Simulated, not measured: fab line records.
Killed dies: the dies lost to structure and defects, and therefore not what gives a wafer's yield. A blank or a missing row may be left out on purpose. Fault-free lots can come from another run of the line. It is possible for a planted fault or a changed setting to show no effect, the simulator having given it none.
fab line records | flow n5Finfet
[record] lots = 4 wafers = 12 lastDay = 17
route steps=1938 shown BEOL_M1@767 BEOL_M4@1111 PASSIVATION@1936
lots that met no fault: from a run of the same line without faults
startH: the number of hours between the record's first day and the start of the first shown wafer of the lot | waitH: how many hours have passed since the lot's step before this one | " same as the row above | L1.1+2: a row that stands for several wafers | - no value, or no start was given | * or withheld: withheld | < > ~ a bound
route shown NAME@n: names a module that has steps shown in the file, with the first one's number in the route | usual: mean and standard deviation over wafers with no fault | same: alike in all rows | chamber/n: place in a boat | sites: each site's reading | _std_site: standard deviation of those values | _edge_site: inner sites' mean taken away from outer sites' mean | radiusMm: how far each site lies from the wafer's centre | mask NAME#n: copy n | behind: the most recent tool/chamber to have shaped the wafer | hold: reason for holding the lot/hours on hold/outcome of the hold | device: the n, p or np transistor that did not switch | end of line: tests of these same wafers at the route's end | a step without rows: its recipe alone | killed: dies that structure and defects cost at the first sort, which is not the same as the wafer's yield | map: per-die view of a wafer (x killed, . not killed, _ where there is no die)
set.NAME: the setting the step ran with; set.NAME@STEP: the setting that earlier step ran with | model.NAME: the simulator's own value behind a step, which no gauge read
lots at some steps of the route; a table a step, a row a wafer
services: a tool's chamber out of use, with start hour (startH, from the record's first day; less than 0 if before it), hours out, and reason
[[steps]]
[step N5_BEOL_M1_DESCUM_16]
[recipe] chemistry = O2 timeS = 7 sourcePowerW = 50 biasPowerW = 20 pressureMtorr = 20 rfFrequencyHz = 2.712e+07 tempC = 40 resist = CAR-EUV o2FlowSccm = 225
[step N5_BEOL_M1_ETCH_74]
[recipe] chemistry = N2/H2 target = underlayer targetDepthA = 65 maskMaterial = CAR-EUV timeS = 5.2 ionEnergyEv = 200 pressureMtorr = 30 sourceW = 840 biasW = 150 n2FlowSccm = 200 h2FlowSccm = 200 ends = cleared
[step N5_BEOL_M1_ETCH_63]
[recipe] chemistry = CF4 target = SiARC targetDepthA = 156 maskMaterial = CAR-EUV timeS = 26 ionEnergyEv = 80 pressureMtorr = 40 sourceW = 545 biasW = 36 Ar_flow_sccm = 100 cf4FlowSccm = 100 ends = cleared
[step N5_BEOL_M1_ETCH_64]
[recipe] chemistry = N2/H2 target = SOC targetDepthA = 750 overetchA = 150 maskMaterial = SiARC tempC = 40 timeS = 112.5 ionEnergyEv = 200 pressureMtorr = 30 sourceW = 840 biasW = 150 n2FlowSccm = 200 h2FlowSccm = 200
[step N5_BEOL_M1_STRIP_65]
[recipe] chemistry = N2/H2 tempC = 40 n2FlowSccm = 200 h2FlowSccm = 200 rfFrequencyHz = 6e+07
[step N5_BEOL_M1_STRIP_75]
[recipe] chemistry = N2/H2 tempC = 40 n2FlowSccm = 200 h2FlowSccm = 200 rfFrequencyHz = 6e+07
[step N5_BEOL_M1_STRIP_66]
[recipe] chemistry = CF4 resist = SiARC powerW = 300 biasPowerW = 75 pressureMtorr = 50 cf4FlowSccm = 150 rfFrequencyHz = 6e+07
[step N5_BEOL_M1_HM_OPEN_17]
[recipe] chemistry = Cl2/BCl3 targetDepthA = 200 overetchA = 60 target = TiN maskMaterial = SOC ionEnergyEv = 150 pressureMtorr = 10 icpW = 1000 biasW = 126 Cl2_flow_sccm = 53.25 bcl3FlowSccm = 21.75 Ar_flow_sccm = 25
[step N5_BEOL_M1_STRIP_19]
[recipe] chemistry = O2 powerW = 400 tempC = 40 pressureMtorr = 30 rfFrequencyHz = 6e+07 biasPowerW = 0 overashFraction = 0.2 o2FlowSccm = 225
[step N5_BEOL_M1_COAT_67]
[recipe] resist = SOC tempC = 250 timeS = 60 spinRpm = 1500 resistThkNm = 60
[step N5_BEOL_M1_COAT_68]
[recipe] resist = SiARC tempC = 220 timeS = 60 spinRpm = 1500 resistThkNm = 12
[usual] chillPlateTempC = 23.01/0.11 heaterPowerTotalW = 427.5/2.1 spinSpeedRpm = 1500.1/0.93
// columns lot.wafer tool chamber startH waitH chillPlateTempC heaterPowerTotalW spinSpeedRpm model.SiARC_of_BEOL_M1_COAT_68.thkNm
L668.1 lithoTrack-02 0 144.07 - 23.01 430.0 1501.9 12
L668.2 " 0 " " 22.95 424.9 1500.3 12
L668.4 " 0 " " 22.84 428.0 1498.0 12
L678.1 lithoTrack-02 0 189.56 - 23.08 424.8 1596.9 11.6
L678.4 " 0 " " 22.92 425.0 1596.4 11.6
L678.6 " 0 " " 22.82 428.2 1595.7 11.6
L679.1 lithoTrack-02 0 195.72 - 23.12 429.7 1597.2 11.6
L679.5 " 0 " " 23.14 427.6 1595.9 11.6
L679.6 " 0 " " 23.23 428.9 1596.7 11.6
L688.2 lithoTrack-05 0 240.49 - 23.08 429.5 1499.5 12
L688.3 " 0 " " 22.92 428.2 1498.1 12
L688.4 " 0 " " 22.94 426.6 1499.4 12
[step N5_BEOL_M1_COAT_76]
[recipe] resist = underlayer tempC = 205 timeS = 60 spinRpm = 1500 resistThkNm = 5
[step N5_BEOL_M1_COAT_22]
[recipe] resist = CAR-EUV spinRpm = 1500 resistThkNm = 30
[step N5_BEOL_M1_EBR_24]
[recipe] solvent = PGMEA ebrWidthMm = 1.5
[step N5_BEOL_M1_SOFTBAKE_23]
[recipe] tempC = 110 timeS = 60 resist = CAR-EUV
[step N5_BEOL_M1_EXPOSE_25]
[recipe] maskId = V0 na = 0.33 sourceShape = quasar sigmaInner = 0.2 sigmaOuter = 0.8 polarization = unpolarized defocusNm = 5 targetCdNm = 24 doseMj = 63
[step N5_BEOL_M1_PEB_26]
[recipe] pebTempC = 100 pebTimeS = 60 resist = CAR-EUV
[step N5_BEOL_M1_DEVELOP_27]
[recipe] developTimeS = 30 developer = TMAH resist = CAR-EUV rinseLiquid = surfactantRinse dry = airSpin devTempC = 23
[step N5_BEOL_M1_DESCUM_33]
[recipe] chemistry = O2 timeS = 7 sourcePowerW = 50 biasPowerW = 20 pressureMtorr = 20 rfFrequencyHz = 2.712e+07 tempC = 40 resist = CAR-EUV o2FlowSccm = 225
[step N5_BEOL_M1_ETCH_77]
[recipe] chemistry = N2/H2 target = underlayer targetDepthA = 65 maskMaterial = CAR-EUV timeS = 5.2 ionEnergyEv = 200 pressureMtorr = 30 sourceW = 840 biasW = 150 n2FlowSccm = 200 h2FlowSccm = 200 ends = cleared
[step N5_BEOL_M1_ETCH_69]
[recipe] chemistry = CF4 target = SiARC targetDepthA = 156 maskMaterial = CAR-EUV timeS = 26 ionEnergyEv = 80 pressureMtorr = 40 sourceW = 545 biasW = 36 Ar_flow_sccm = 100 cf4FlowSccm = 100 ends = cleared
[usual] cf4FlowSccm = 100.0/0.3 chamberPressureMTorr = 40.00/0.036 drypumpMotorCurrentA = 5.6/0.46 etchRfOnTimeS = 25.9/0.62 oesProductAu = 0.69/0.083 rfVppV = 184.2/1.3 showerheadPlenumPTorr = 2.15/0.085 throttleValvePct = 15.69/0.16
// columns lot.wafer tool chamber startH waitH cf4FlowSccm chamberPressureMTorr drypumpMotorCurrentA etchRfOnTimeS oesProductAu rfHoursCounterH rfVppV showerheadPlenumPTorr throttleValvePct model.etch.depthNm model.CAR-EUV_of_BEOL_M1_COAT_22.thkNm
L668.1 rieDiel-05 1 144.52 0.0 99.6 39.95 6.3 27.4 0.59 187 184.0 2.12 15.83 11.98 11.2
L668.2 " 0 " " 99.8 40.01 5.4 26.2 0.59 216 182.6 2.03 15.75 12.04 11.2
L668.4 " 2 " " 100.0 39.98 5.5 25.7 0.71 79 183.7 2.09 15.63 12.01 11
L678.1 rieDiel-04 3 190.10 0.0 99.7 39.98 6.2 25.3 0.67 123 181.9 2.07 15.79 11.59 11.4
L678.4 " 0 " " 100.3 40.02 4.8 25.2 0.79 7 184.6 2.27 15.35 11.64 11.2
L678.6 " 0 " " 100.7 39.98 4.8 25.0 0.80 - 185.2 2.27 15.36 11.63 11.4
L679.1 rieDiel-02 3 196.17 0.0 99.7 40.01 5.7 24.4 0.80 25 183.6 2.09 15.51 11.65 11.2
L679.5 " 3 " " 99.8 39.95 5.7 24.4 0.79 - 183.1 2.09 15.51 11.63 11.4
L679.6 " 0 " " 100.3 40.01 5.7 25.1 0.62 - 185.7 2.12 15.86 11.64 11.2
L688.2 rieDiel-02 2 240.94 0.0 100.1 40.03 5.8 25.7 0.74 50 185.5 2.26 15.49 12.04 11.2
L688.3 " 3 " " 99.7 39.94 5.7 25.5 0.77 40 182.5 2.09 15.54 12.03 11
L688.4 " 1 " " 99.4 40.03 5.1 25.0 0.78 28 185.3 2.11 15.70 12.04 11
[step N5_BEOL_M1_ALD_98]
[recipe] material = SiO2 targetThkA = 25 tempC = 100 aldPrecursorFamily = BDEAS aldCoReactant = O2-plasma pulseTimeS = 1 coReactantPulseTimeS = 1 purgeTimeS = 2 coReactantPurgeTimeS = 2 aldCycles = 17 pressureTorr = 2
[step N5_BEOL_M1_ETCHBACK_99]
[recipe] chemistry = CHF3 target = SiO2 targetDepthA = 50 timeS = 10.4 sourceW = 215 biasW = 47 Ar_flow_sccm = 200 CHF3_flow_sccm = 12 ionEnergyEv = 100 pressureMtorr = 30
[usual] chamberPressureMTorr = 29.997/0.028 drypumpMotorCurrentA = 5.6/0.47 oesProductAu = 0.82/0.096 rfVppV = 243/3.3 showerheadPlenumPTorr = 2.17/0.083 throttleValvePct = 17.16/0.18
// columns lot.wafer tool chamber startH waitH chamberPressureMTorr drypumpMotorCurrentA oesProductAu rfHoursCounterH rfVppV showerheadPlenumPTorr throttleValvePct model.CAR-EUV_of_BEOL_M1_COAT_22.thkNm
L668.1 rieDiel-04 3 146.89 2.1 29.999 6.2 0.81 109 238 2.09 17.35 10.4
L668.2 " 2 " " 29.999 6.1 0.89 27 250 2.29 17.25 10.4
L668.4 " 2 " " 29.983 6.1 0.89 - 248 2.29 17.24 10.4
L678.1 rieDiel-02 2 198.82 8.2 30.016 5.8 0.86 37 247 2.26 16.87 10.6
L678.4 " 1 " " 30.026 5.1 0.93 14 243 2.13 17.16 10.6
L678.6 " 1 " " 29.974 5.1 0.93 - 245 2.13 17.16 10.6
L679.1 rieDiel-04 0 203.90 7.6 30.040 4.8 0.92 11 243 2.29 16.87 10.4
L679.5 " 2 " " 30.044 6.2 0.87 - 249 2.28 17.29 10.6
L679.6 " 3 " " 30.008 6.2 0.80 - 238 2.08 17.38 10.6
L688.2 rieDiel-04 0 246.56 5.5 29.999 4.8 0.89 27 242 2.28 16.90 10.4
L688.3 " 1 " " 30.025 5.2 0.68 245 240 2.12 17.30 10.4
L688.4 " 3 " " 30.044 6.2 0.77 141 238 2.08 17.41 10.2
[step N5_BEOL_M1_ETCH_70]
[recipe] chemistry = N2/H2 target = SOC targetDepthA = 800 overetchA = 160 maskMaterial = SiARC tempC = 40 timeS = 120 ionEnergyEv = 200 pressureMtorr = 30 sourceW = 840 biasW = 150 n2FlowSccm = 200 h2FlowSccm = 200
[usual] chamberPressureMTorr = 30.002/0.028 drypumpMotorCurrentA = 5.6/0.47 h2FlowSccm = 200.0/0.63 oesProductAu = 0.62/0.067 rfVppV = 524/3 showerheadPlenumPTorr = 2.56/0.1 tempC = 39.99/0.12 throttleValvePct = 17.95/0.19
// columns lot.wafer tool chamber startH waitH chamberPressureMTorr drypumpMotorCurrentA h2FlowSccm oesProductAu rfHoursCounterH rfVppV showerheadPlenumPTorr tempC throttleValvePct model.SiARC_of_BEOL_M1_COAT_68.thkNm
L668.1 rieDiel-04 3 146.93 0.0 29.973 6.2 200.5 0.61 109 521 2.48 39.96 18.24 6.4
L668.2 " 2 " " 30.042 6.2 200.4 0.67 27 528 2.70 39.88 17.98 6.2
L668.4 " 2 " " 29.980 6.2 199.5 0.68 - 528 2.70 39.90 17.99 6.2
L678.1 rieDiel-02 2 198.86 0.0 30.006 5.9 200.5 0.67 37 529 2.70 39.87 17.82 6
L678.4 " 1 " " 30.031 5.1 199.2 0.71 14 523 2.49 40.06 17.85 5.6
L678.6 " 1 " " 30.008 5.1 198.0 0.71 - 522 2.49 40.07 17.85 5.6
L679.1 rieDiel-04 0 203.94 0.0 29.951 4.8 200.8 0.69 11 529 2.72 40.22 17.60 6
L679.5 " 2 " " 30.017 6.1 200.2 0.65 - 528 2.70 39.91 18.02 5.8
L679.6 " 3 " " 30.030 6.2 199.7 0.60 - 521 2.47 40.00 18.25 6
L688.2 rieDiel-04 0 246.59 0.0 30.036 4.8 199.6 0.66 27 528 2.71 39.88 17.62 6.2
L688.3 " 1 " " 30.013 5.2 199.8 0.52 245 523 2.50 40.04 17.88 6.6
L688.4 " 3 " " 29.997 6.2 199.4 0.59 141 521 2.46 39.80 18.29 6.4
[step N5_BEOL_M1_STRIP_71]
[recipe] chemistry = N2/H2 tempC = 40 n2FlowSccm = 200 h2FlowSccm = 200 rfFrequencyHz = 6e+07
[step N5_BEOL_M4_RC_MEAS_101]
[usual] DIBL_N = 36.4/1.6 DIBL_P = 36.2/1.8 IOFF_N = 0.159/0.029 IOFF_P = 0.21/0.034 ION_N = 670/12 ION_P = 459/8.2 SS_N = 71.5/0.59 SS_P = 73.2/0.54 VT_N = 250/3.3 VT_P = -250/3.7
// columns lot.wafer tool chamber startH waitH DIBL_N[mV/V] DIBL_P[mV/V] IOFF_N[nA/um] IOFF_P[nA/um] ION_N[uA/um] ION_P[uA/um] SS_N[mV/dec] SS_P[mV/dec] VT_N[mV] VT_P[mV]
L668.1 prober-02 0 188.49 0.0 37.6 38.5 0.178 0.23 672 454 71.7 74.4 252 -250
L668.2 " 0 " " 35.8 37.1 0.149 0.19 657 448 70.8 73.3 249 -253
L668.4 " 0 " " 36.8 37.3 0.164 0.21 680 458 70.8 73.3 249 -252
L678.1 prober-02 0 251.63 0.0 36.9 35.8 0.177 0.19 672 449 72.2 73.8 250 -253
L678.4 " 0 " " 38.4 37.2 0.200 0.23 678 461 72.2 73.9 246 -251
L678.6 " 0 " " 36.8 35.8 0.176 0.19 683 456 72.4 73.7 249 -253
L679.1 prober-01 0 259.90 0.0 37.5 36.6 0.162 0.19 655 444 71.5 73.4 254 -254
L679.5 " 0 " " 35.2 35.0 0.129 0.17 660 451 71.4 72.3 253 -253
L679.6 " 0 " " 38.4 38.9 0.180 0.22 662 453 71.8 73.8 253 -252
L688.2 prober-02 0 304.25 0.2 36.5 34.4 0.146 0.17 665 455 72.2 72.6 250 -253
L688.3 " 0 " " 37.5 36.1 0.160 0.21 666 459 72.0 73.2 249 -252
L688.4 " 0 " " 37.6 35.4 0.173 0.19 684 461 71.6 73.4 247 -250
[step N5_PASSIVATION_PROBE_49]
[usual] defectLimitedYield = 91.1/1.5 killed_at_M0_to_M3 = 33/9.9 killed_at_M4_up = 14/5.2 killedAtContacts = 12/6.7 killedAtFrontEnd = 43/13 killedAtOther = 3.4/2.7 killedDies = 105/17 killedOpen = 69/13 killedShort = 33/7.5 sort_bin_5_function = 5.2/0.91 sort_bin_6_memory = 3.3/0.71 sort_bin_8_speed = 0.00/0.032 sortNPass = 1075/17 sortYieldPct = 91.1/1.5
[same] grossDies = 1180 killedAtBackSide = 0 sort_bin_4_leakage[%] = 0
// columns lot.wafer tool chamber startH waitH defectLimitedYield[%] killed_at_M0_to_M3 killed_at_M4_up killedAtContacts killedAtFrontEnd killedAtOther killedDies killedOpen killedShort sort_bin_5_function[%] sort_bin_6_memory[%] sort_bin_8_speed[%] sortNPass sortYieldPct[%]
L678.1 prober-01 - 356.39 0.0 92.5 33 11 16 26 2 88 59 26 4.3 2.9 0 1092 92.5
L678.4 prober-01 - 356.54 0.2 89.5 51 4 20 46 3 124 84 38 6.5 3.6 0 1056 89.5
L678.6 prober-01 - 356.64 0.3 92.4 17 13 26 33 1 90 51 38 5.1 2.4 0 1090 92.4
L679.1 prober-01 - 365.05 0.1 90.4 32 18 5 57 1 113 81 30 5.3 3.9 0 1067 90.4
L679.5 prober-01 - 365.25 0.3 92.6 33 7 15 32 0 87 57 28 3.9 3.3 0 1093 92.6
L679.6 prober-01 - 365.30 0.3 91.4 36 13 2 47 4 102 61 39 5.6 3.0 0 1078 91.4
// killed by level:class
L678.1 MOL_CONTACT_COAG:geometricParticle:open=12 BEOL_M3:geometricParticle:open=10 STI_FIN_REVEAL:geometricParticle:open=6 DUMMY_GATE:geometricParticle:open=6 FIN_SAQP:geometricParticle:short=4 MOL_CONTACT_COAG:geometricParticle:short=4 BEOL_M0_SAQP:geometricParticle:short=4 BEOL_M2:geometricParticle:open=4
L678.4 BEOL_M2:geometricParticle:open=16 MOL_CONTACT_COAG:geometricParticle:open=15 BEOL_M1:geometricParticle:open=15 FIN_SAQP:geometricParticle:open=12 FIN_SAQP:geometricParticle:short=9 STI_FIN_REVEAL:geometricParticle:open=8 BEOL_M3:geometricParticle:open=7 MOL_CONTACT_COAG:geometricParticle:short=5
L678.6 MOL_CONTACT_COAG:geometricParticle:open=17 GATE_CUT:geometricParticle:short=9 MOL_CONTACT_COAG:geometricParticle:short=9 FIN_SAQP:geometricParticle:short=7 FIN_SAQP:geometricParticle:open=5 STI_FIN_REVEAL:geometricParticle:open=5 BEOL_M1:geometricParticle:open=4 BEOL_M0_SAQP:geometricParticle:short=3
L679.1 FIN_SAQP:geometricParticle:open=11 FIN_SAQP:geometricParticle:short=10 STI_FIN_REVEAL:geometricParticle:open=10 BEOL_M2:geometricParticle:open=10 BEOL_M4:geometricParticle:open=8 DUMMY_GATE:geometricParticle:open=6 BEOL_M0_SAQP:geometricParticle:open=6 GATE_CUT:geometricParticle:short=5
L679.5 BEOL_M2:geometricParticle:open=14 MOL_CONTACT_COAG:geometricParticle:open=13 GATE_CUT:geometricParticle:short=6 BEOL_M0_SAQP:geometricParticle:short=6 STARTING-WAFER:geometricParticle:short=6 BEOL_M0_SAQP:geometricParticle:open=5 FIN_SAQP:geometricParticle:short=4 BEOL_M4:geometricParticle:open=4
L679.6 GATE_CUT:geometricParticle:short=9 FIN_SAQP:geometricParticle:short=8 BEOL_M2:geometricParticle:open=8 BEOL_M3:geometricParticle:open=8 FIN_SAQP:geometricParticle:open=6 STI_FIN_REVEAL:geometricParticle:open=5 DUMMY_GATE:geometricParticle:open=5 BEOL_M4:geometricParticle:open=5
[[services]]
// columns tool chamber startH hours kind
rieDiel-02 1 126.64 - clean
rieDiel-02 1 126.64 - consumableReplace:focusRing
rieDiel-02 1 126.64 20.7 scheduledDown
rieDiel-02 1 126.64 20.7 ventCycle
rieDiel-04 3 138.80 6.5 repair
rieDiel-04 0 145.27 - clean
rieDiel-04 0 145.27 - consumableReplace:focusRing
rieDiel-04 0 145.27 - consumableReplace:showerhead
rieDiel-04 0 145.27 22.0 scheduledDown
rieDiel-04 0 145.27 22.0 ventCycle
rieDiel-02 2 146.85 7.3 repair
rieDiel-02 - 174.45 5.9 repair
rieDiel-05 - 207.71 14.6 pm
rieDiel-05 1 238.66 19.1 repair
[[key]]
[firstSign] step = N5_BEOL_M1_COAT_68 reading = spinSpeedRpm direction = up sigmas = 99+ usual = * struck = *
effect none on later readings
[modelEffect] step = N5_BEOL_M1_COAT_68 value = SiARC_of_BEOL_M1_COAT_68.thkNm without = 12 struck = 11.6
[modelEffect] step = N5_BEOL_M1_ETCH_69 value = etch.depthNm without = 12 struck = 11.63
[modelEffect] step = N5_BEOL_M1_ETCHBACK_99 value = CAR-EUV_of_BEOL_M1_COAT_22.thkNm without = 10.27 struck = 10.57
[modelEffect] step = N5_BEOL_M1_ETCH_70 value = SiARC_of_BEOL_M1_COAT_68.thkNm without = 6.167 struck = 5.833
metAt N5_BEOL_M1_COAT_68
struckWafers L678.1,L678.4,L678.6,L679.1,L679.5,L679.6
onsetBetween 144.07 189.56
[fault] kind = processParameterDrift tool = lithoTrack-02 chamber = - onsetH = 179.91 steps = N5_BEOL_M1_COAT_68 channel = spinRpm offset = * shape = step endH = 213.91 actsIn = * stated = *
